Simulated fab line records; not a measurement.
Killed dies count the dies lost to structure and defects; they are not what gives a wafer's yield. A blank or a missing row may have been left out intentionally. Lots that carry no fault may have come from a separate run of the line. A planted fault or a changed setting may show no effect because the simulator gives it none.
Matching of chambers    flow n5_finfet    4 sister chambers for N5_BEOL_M6_DESCUM_33 on rie_diel-03
The step chemistry O2, time 7 s. 8 wafers are shown with their chamber, then 12 later ones without.

## EACH WAFER AND ITS CHAMBER
wafer   chamber  oes_product_au (a.u.)  showerhead_plenum_p_Torr (Torr)
L080.2  2        0.67                   2.16
L085.1  2        0.66                   2.15
L088.1  0        0.85                   2.21
L088.2  3        0.68                   2.15
L088.3  1        0.83                   2.13
L088.4  1        0.82                   2.13
L088.5  3        0.68                   2.15
L088.6  0        0.86                   2.21

## WAFERS WHOSE CHAMBER IS MISSING
wafer   oes_product_au (a.u.)  showerhead_plenum_p_Torr (Torr)
L090.1  0.84                   2.21
L090.3  0.68                   2.15
L090.4  0.85                   2.21
L092.4  0.83                   2.20
L092.5  0.83                   2.20
L092.6  0.80                   2.13
L094.1  0.93                   2.15
L094.2  0.83                   2.20
L094.4  0.92                   2.15
L096.3  0.82                   2.20
L096.4  0.81                   2.20
L096.5  0.79                   2.12

## CHAMBER TAKEN BY EACH
wafer    from the rows above   in truth
L090.1   0                     0
L090.3   3                     3
L090.4   0                     0
L092.4   0                     0
L092.5   0                     0
L092.6   1                     1
L094.1   1                     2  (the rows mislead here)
L094.2   0                     0
L094.4   1                     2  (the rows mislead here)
L096.3   0                     0
L096.4   0                     0
L096.5   1                     1
10 of 12 placed correctly. Can't be placed from these rows: 0. Wrongly placed: 2.
How it was worked out, from the rows above alone: a wafer's distance from a chamber is the root of the sum, over the readings, of the square of ((its reading less the chamber's mean) divided by the reading's scatter). If the next closest chamber is less than 2 further off than the closest, the wafer can't be placed; otherwise it belongs to the closest. The mean given for a chamber averages the wafers shown for that chamber. How the scatter is found: for the shown wafers, subtract from each reading the mean of its chamber, square and add these, divide the total by (wafers less chambers), then take the root.
